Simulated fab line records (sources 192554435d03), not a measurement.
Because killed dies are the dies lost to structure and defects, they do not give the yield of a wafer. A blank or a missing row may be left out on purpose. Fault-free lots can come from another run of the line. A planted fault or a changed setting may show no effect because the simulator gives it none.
Chamber matching    flow n5_finfet    N5_BEOL_M10_STRIP_67 on rie_diel-03: 4 sister chambers
The step strips in CF4. 8 wafers are shown with their chamber, then 10 later ones without.

## WAFERS WITH THEIR CHAMBER
wafer   chamber  drypump_motor_current_A (A)  oes_product_au (a.u.)
L083.2  2        6.3                          0.71
L083.5  3        5.1                          0.71
L083.6  0        5.3                          0.87
L085.2  2        6.2                          0.70
L091.1  0        5.3                          0.85
L091.2  3        5.1                          0.70
L093.2  1        5.8                          0.74
L093.4  1        5.8                          0.73

## WAFERS WHOSE CHAMBER IS MISSING
wafer   drypump_motor_current_A (A)  oes_product_au (a.u.)
L093.6  5.1                          0.69
L094.4  5.1                          0.70
L094.5  6.3                          0.96
L094.6  5.3                          0.83
L076.2  5.1                          0.69
L076.3  5.3                          0.82
L076.5  6.3                          0.96
L097.1  5.3                          0.81
L097.3  6.3                          0.94
L097.6  6.3                          0.94

## WHICH CHAMBER EACH WENT THROUGH
wafer   from the rows above      in truth
L093.6  3                        3
L094.4  3                        3
L094.5  can't be placed: 2 or 1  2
L094.6  0                        0
L076.2  3                        3
L076.3  0                        0
L076.5  can't be placed: 2 or 1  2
L097.1  0                        0
L097.3  can't be placed: 2 or 1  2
L097.6  can't be placed: 2 or 1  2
6 of 10 placed correctly. Can't be placed from these rows: 4 (the true chamber is among the candidates in 4). Placed wrongly: 0.
How it was worked out, from the rows above alone: a wafer's distance from a chamber is the root of the sum, over the readings, of the square of ((its reading less the chamber's mean) divided by the reading's scatter). If the next closest chamber is less than 2 further off than the closest, the wafer can't be placed; otherwise it belongs to the closest. A chamber's mean is the mean of its shown wafers. The scatter is the square root of a quotient: the sum, over the shown wafers, of each reading's squared deviation from its chamber's mean, divided by wafers minus chambers.
